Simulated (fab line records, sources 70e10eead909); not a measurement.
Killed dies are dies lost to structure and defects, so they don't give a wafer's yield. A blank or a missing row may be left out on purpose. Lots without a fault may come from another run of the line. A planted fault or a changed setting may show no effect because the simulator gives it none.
Which tool did it? | flow nand_harc | 6 lots, 18 wafers sampled, at 3 steps of a route of 1159

WHAT THE GAUGES READ, wafer by wafer
NHARC_P_STI_OVL_MEAS_10.
lot  | measured    | on         | overlay_x_nm (nm)
L783 | day 2 15:43 | overlay-02 | 5 6 6
L785 | day 3 03:54 | overlay-01 | -6 -5 -5
L787 | day 3 17:01 | overlay-01 | 1 1 0
L797 | day 6 05:38 | overlay-01 | 1 1 0
L800 | day 7 05:29 | overlay-02 | 3 4 4
L802 | day 7 13:29 | overlay-02 | -3 -3 -4

WHICH TOOL RAN EACH LOT (tool, then ch and the chambers of the sampled wafers, then the start)
lot  | NHARC_P_ZERO_WELL_PECVD_02     | NHARC_P_ZERO_WELL_DESCUM_54
L783 | pecvd-01 ch 0,1,2, day 1 18:31 | rie_diel-01 ch 0,1,2, day 2 00:08
L785 | pecvd-04 ch 0,1,2, day 2 06:31 | rie_diel-01 ch 0,2,3, day 2 12:02
L787 | pecvd-04 ch 1,2, day 2 18:29   | rie_diel-07 ch 1,3, day 3 00:01
L797 | pecvd-04 ch 0,1,2, day 5 06:29 | rie_diel-07 ch 0,3, day 5 11:55
L800 | pecvd-02 ch 0,1,2, day 6 00:29 | rie_diel-07 ch 0,1,2, day 6 05:49
L802 | pecvd-02 ch 0,1,2, day 6 12:27 | rie_diel-03 ch 0,2,3, day 6 17:57
- NHARC_P_ZERO_WELL_PECVD_02: deposits SiO2, target thk 10 nm.
- NHARC_P_ZERO_WELL_DESCUM_54: chemistry O2, time 3 s.

THE ANSWER, worked out from the rows above alone
Rule: what is usual is taken from the lots themselves. Put in order of their means at a reading, lots are off if they are a third of the lots or fewer, leave a main group of 4 or more, and stand apart from it by a gap of 3 or more times the standard deviation of the main group's means; of several such gaps the widest counts. A main group whose means are all the same, to the digits that the tables above print for the reading, isn't used. A lot without any number at a reading at which 4 lots or more have one is off too. The other lots that the step has rows for count as sound.
No lot is off at any reading shown: from this, nothing can be told.

WHAT THE SIMULATOR HAD PUT IN
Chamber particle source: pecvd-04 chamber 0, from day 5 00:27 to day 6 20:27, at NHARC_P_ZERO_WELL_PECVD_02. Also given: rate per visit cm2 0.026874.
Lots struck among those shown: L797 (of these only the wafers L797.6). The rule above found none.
